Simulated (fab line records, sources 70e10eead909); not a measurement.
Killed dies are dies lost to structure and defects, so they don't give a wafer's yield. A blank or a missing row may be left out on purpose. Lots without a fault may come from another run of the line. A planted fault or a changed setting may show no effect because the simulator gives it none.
One fault seen from 2 desks | flow nand_harc | each desk has only its own numbers; what lay behind them comes last

THE TOOL OWNER'S DESK: litho_track-05
The tool's own readings at NHARC_P_BONDPAD_SOFTBAKE_04 (time 70 s): means of the sampled wafers that have a number, for each lot that ran on this tool. A lot is out of limits, marked OUT, if its mean lies more than 4 standard deviations from the usual mean; the brackets give that distance.
Columns: A = exhaust_pa at NHARC_P_BONDPAD_SOFTBAKE_04, usual 45.0 Pa; B = heater_power_total_W at NHARC_P_BONDPAD_SOFTBAKE_04, usual 200.8 W
lot  | first seen here | A    | B
L556 | day 9 00:00     | 45.7 | 199.6
L560 | day 10 14:00    | 44.4 | 200.7
L563 | day 11 14:00    | 44.3 | 202.2
L569 | day 14 05:00    | 44.9 | 212.0 (+8.6) OUT
L571 | day 14 20:00    | 45.1 | 221.7 (+16) OUT
This desk's finding: out of limits on L569, L571; first on L569, day 14 05:00 (heater_power_total_W at NHARC_P_BONDPAD_SOFTBAKE_04). In limits: L556, L560, L563.

THE METROLOGY DESK
What the gauges read, lot by lot, whatever tool the lot ran on: means of the sampled wafers that have a number. A lot is out of limits, marked OUT, if its mean lies more than 4 standard deviations from the usual mean; the brackets give that distance.
Columns: A = thk_nm at NHARC_P_BONDPAD_THK_MEAS_33, usual 200.0 nm; B = cd_nm at NHARC_P_BONDPAD_CD_MEAS_09, usual 499.4 nm
lot  | first seen here | A     | B
L554 | day 8 02:10     | 199.7 | 499.4
L555 | day 8 05:19     | 200.0 | 498.5
L556 | day 9 00:23     | 200.6 | 498.0
L557 | day 9 11:25     | 200.4 | 498.9
L558 | day 9 18:40     | 200.8 | 499.5
L559 | day 10 00:55    | 201.2 | 499.2
L560 | day 10 14:46    | 200.2 | 496.5
L562 | day 11 13:44    | 199.3 | 501.2
L563 | day 11 14:11    | 199.5 | 498.5
L569 | day 14 05:16    | 200.2 | 498.6
L570 | day 14 06:36    | 198.9 | 498.4
L571 | day 14 20:08    | 199.4 | 500.0
L574 | day 16 02:43    | 201.5 | 500.6
This desk's finding: nothing out of limits on any of the 13 lots.

PUT TOGETHER
The tool owner's desk could have raised an alarm at day 14 05:00, on L569, L571.
The metrology desk saw nothing out of limits.
The metrology desk has L569, L571 on record, within its limits.
Of the lots named, all ran NHARC_P_BONDPAD_SOFTBAKE_04 on litho_track-05.

WHAT THE SIMULATOR HAD PUT IN
Process parameter drift: litho_track-05, from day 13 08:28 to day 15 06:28, at NHARC_P_BONDPAD_SOFTBAKE_04. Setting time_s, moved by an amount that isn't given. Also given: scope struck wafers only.
Lots struck among those shown: L569, L571.
Hours from the fault's start to each desk's first reading out of limits: the tool owner's desk, 21.
